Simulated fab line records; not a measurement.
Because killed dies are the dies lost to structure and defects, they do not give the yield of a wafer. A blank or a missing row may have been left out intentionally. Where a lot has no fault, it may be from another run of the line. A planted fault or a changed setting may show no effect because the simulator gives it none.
A struck lot beside a sound one	flow nand_harc	21 steps out of a route of 1159
Sound: wafers L626.2, L626.3, L626.5. Struck: wafer L639.3. (L639.2, L639.6 of the same lot were not struck and are left out.) The cause comes at the end.
For every step that has rows: the tool of each side, followed by ch and its chambers, followed by its first start. Under that, the readings that differ: sound wafers	struck wafers	difference of the means	sigmas: that difference in standard deviations of wafers without a fault.
alike: a reading whose means differ by less than 2 such deviations, as well as words and numbers matching on both sides. not compared: withheld readings; readings where some wafer has no value; bounds like >300 that might hide an equal value; numbers whose values overlap and for which the record gives no deviation.
A row with sigmas, a row that says differs or no value, or rows on one side alone: a step with any of these is where the two part. Numbers that have no deviation but don't overlap get no sigmas and don't part them. A reading that every wafer of one side lacks parts them only if that side has two wafers or more.

first, 1 step without rows for these wafers: NHARC_A_SLIT_DEVELOP_08 (develop time 35 s).
NHARC_A_SLIT_CD_MEAS_09: the cd target is 300 nm.
  sound on cd_sem-02 ch 0, day 14 19:22; struck on cd_sem-02 ch 0, day 17 07:16
  alike: cd_nm
NHARC_A_SLIT_OVL_MEAS_10:
  sound on overlay-01, day 14 19:27; struck on overlay-02, day 17 07:21
  alike: overlay_x_nm, overlay_y_nm
NHARC_A_SLIT_INSPECT_11:
  sound on defect_inspect-01, day 14 19:29; struck on defect_inspect-01, day 17 07:23
  alike: raw_defect_count
NHARC_A_SLIT_DESCUM_14: chemistry O2, time 3 s.
  sound on rie_diel-09 ch 0,2,3, day 14 19:33; struck on rie_diel-04 ch 1, day 17 07:27
  alike: drypump_motor_current_A, oes_product_au, rf_vpp_V, showerhead_plenum_p_Torr, throttle_valve_pct
  not compared: rf_hours_counter_h
NHARC_A_SLIT_ETCH_24: etches the open film in CF4/CHF3, target depth 121 nm, time 60.5 s.
  sound on rie_diel-09 ch 1,2,3, day 14 19:38; struck on rie_diel-04 ch 1, day 17 07:33
  alike: drypump_motor_current_A, oes_product_au, rf_vpp_V, showerhead_plenum_p_Torr, throttle_valve_pct
  not compared: rf_hours_counter_h
NHARC_A_SLIT_ETCH_15: etches the open film in O2/COS, target depth 3200 nm, time 832 s.
  sound on rie_diel-09 ch 1,2,3; struck on rie_diel-04 ch 2
reading	sound	struck	difference	sigmas
oes_product_au (a.u.)	0.997 0.988 0.983	1.010	+0.021	+3
  alike: drypump_motor_current_A, rf_vpp_V, showerhead_plenum_p_Torr, throttle_valve_pct
  not compared: rf_hours_counter_h
then, 4 steps without rows for these wafers: NHARC_A_SLIT_ETCH_17 (etches the open film in C4F8/O2/Ar, time 1687.5 s, target depth 10100 nm); NHARC_A_SLIT_ETCH_26 (etches the open film in C4F8/O2/Ar, time 90 s, target depth 400 nm); NHARC_A_SLIT_STRIP_28 (strips in O2/COS); NHARC_A_SLIT_ETCH_29 (etches the open film in CF4/O2, target depth 100 nm, overetch 10 nm, time 55 s).
NHARC_A_SLIT_STRIP_18: strips in O2.
  sound on rie_diel-03 ch 0,1,2; struck on rie_diel-09 ch 0
reading	sound	struck	difference	sigmas
drypump_motor_current_A (A)	5.2 5.0 5.2	6.6	+1.5	+3
showerhead_plenum_p_Torr (Torr)	3.33 3.32 3.43	3.73	+0.37	+3
  alike: oes_product_au, rf_vpp_V, throttle_valve_pct
  not compared: rf_hours_counter_h
NHARC_A_SLIT_PRECLEAN_19: cleans in SC1.
  sound on wet_bench-03 ch 0,5,6, day 14 22:49; struck on wet_bench-03 ch 0,6,7, day 17 10:44
next, for these wafers, 1 step has no rows: NHARC_A_SLIT_SRD_20.
NHARC_A_SLIT_CD_MEAS_21:
  sound on cd_sem-03, day 14 22:56; struck on cd_sem-02, day 17 10:51
  alike: cd_nm
then, 3 steps without rows for these wafers: NHARC_A_SIN_REMOVE_WET_00 (chemistry H3PO4, time 15300 s); NHARC_A_SIN_REMOVE_PRECLEAN_01 (cleans in SC1); NHARC_A_SIN_REMOVE_SRD_02.
NHARC_A_SIN_REMOVE_INSPECT_04:
  sound on defect_inspect-01, day 15 04:25; struck on defect_inspect-01, day 17 18:41
reading	sound	struck	difference	sigmas
raw_defect_count	234 294 241	603	+347	+5
  not compared: hold
NHARC_A_WL_FILL_ALD_00: deposits Al2O3, target thk 3 nm, pulse time 3 s, ald cycles 30.
  sound on ald_hk-04 ch 1,2, day 15 04:37; struck on ald_hk-04 ch 0, day 17 22:27
reading	sound	struck	difference	sigmas
hold	- - -	await_dispo/3.7h/release	no value on the sound wafers	
  alike: heater_power_w, precursor_pulse_height_rel
  not compared: since_wet_clean_h
-- jump in the record: it breaks off in module A_WL_FILL and resumes in module END (first step shown: number 1159 of the route), and 4 days separate the struck wafers' starts before and after --
NHARC_END_SORT_01:
  the record has rows for the struck wafers here (prober-01 ch 0, day 22 08:09) and none for the sound ones

WHERE THEY PART
At NHARC_A_SLIT_ETCH_15 first; at NHARC_END_SORT_01 last (within this record only).

WHY: whatever the simulator had introduced
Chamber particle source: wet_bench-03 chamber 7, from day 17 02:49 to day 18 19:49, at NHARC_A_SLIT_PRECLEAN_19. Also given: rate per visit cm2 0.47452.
